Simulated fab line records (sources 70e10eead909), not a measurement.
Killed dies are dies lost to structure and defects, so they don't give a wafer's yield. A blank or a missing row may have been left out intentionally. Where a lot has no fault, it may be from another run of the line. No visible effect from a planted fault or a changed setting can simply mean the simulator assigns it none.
Matching of chambers / flow nand harc / NHARC_P_M2_DESCUM_14 on rie diel-06: 4 sister chambers
The step chemistry O2, time 3 s. 4 wafers are shown with their chamber, then 12 later ones without.

## WAFERS, EACH WITH ITS CHAMBER
wafer=L087.5; chamber=0; drypump motor current A (A)=6.7
wafer=L088.5; chamber=3; drypump motor current A (A)=5.4
wafer=L090.4; chamber=1; drypump motor current A (A)=5.4
wafer=L090.6; chamber=2; drypump motor current A (A)=6.6

## WAFERS MISSING THEIR CHAMBER
wafer=L091.1; drypump motor current A (A)=5.5
wafer=L091.2; drypump motor current A (A)=5.4
wafer=L091.3; drypump motor current A (A)=6.7
wafer=L092.1; drypump motor current A (A)=5.5
wafer=L092.2; drypump motor current A (A)=6.6
wafer=L092.6; drypump motor current A (A)=6.7
wafer=L096.1; drypump motor current A (A)=6.6
wafer=L096.2; drypump motor current A (A)=5.4
wafer=L096.6; drypump motor current A (A)=5.4
wafer=L097.3; drypump motor current A (A)=5.5
wafer=L097.4; drypump motor current A (A)=6.6
wafer=L097.6; drypump motor current A (A)=5.4

## EACH ONE'S CHAMBER
wafer=L091.1; from the rows above=can't be placed: 1 or 3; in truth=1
wafer=L091.2; from the rows above=can't be placed: 1 or 3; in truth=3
wafer=L091.3; from the rows above=0; in truth=0
wafer=L092.1; from the rows above=can't be placed: 1 or 3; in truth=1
wafer=L092.2; from the rows above=2; in truth=2
wafer=L092.6; from the rows above=0; in truth=0
wafer=L096.1; from the rows above=2; in truth=2
wafer=L096.2; from the rows above=can't be placed: 1 or 3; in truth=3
wafer=L096.6; from the rows above=can't be placed: 1 or 3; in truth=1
wafer=L097.3; from the rows above=can't be placed: 1 or 3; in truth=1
wafer=L097.4; from the rows above=2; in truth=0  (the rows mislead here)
wafer=L097.6; from the rows above=can't be placed: 1 or 3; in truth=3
Placed correctly: 4 of 12. From these rows, 7 cannot be placed; in 7 the true chamber is one of the candidates. 1 placed wrongly.
How it was worked out, from the rows above alone: a wafer's distance from a chamber is the root of the sum, over the readings, of the square of ((its reading less the chamber's mean) divided by the reading's scatter). The wafer belongs to the nearest chamber; if the next one is less than 2 further off, it can't be placed. For every chamber, the mean is computed from those of its wafers that are shown. The scatter (one wafer shown for each chamber): square how far every hidden wafer sits from the nearest shown wafer, average those squares and take the square root.
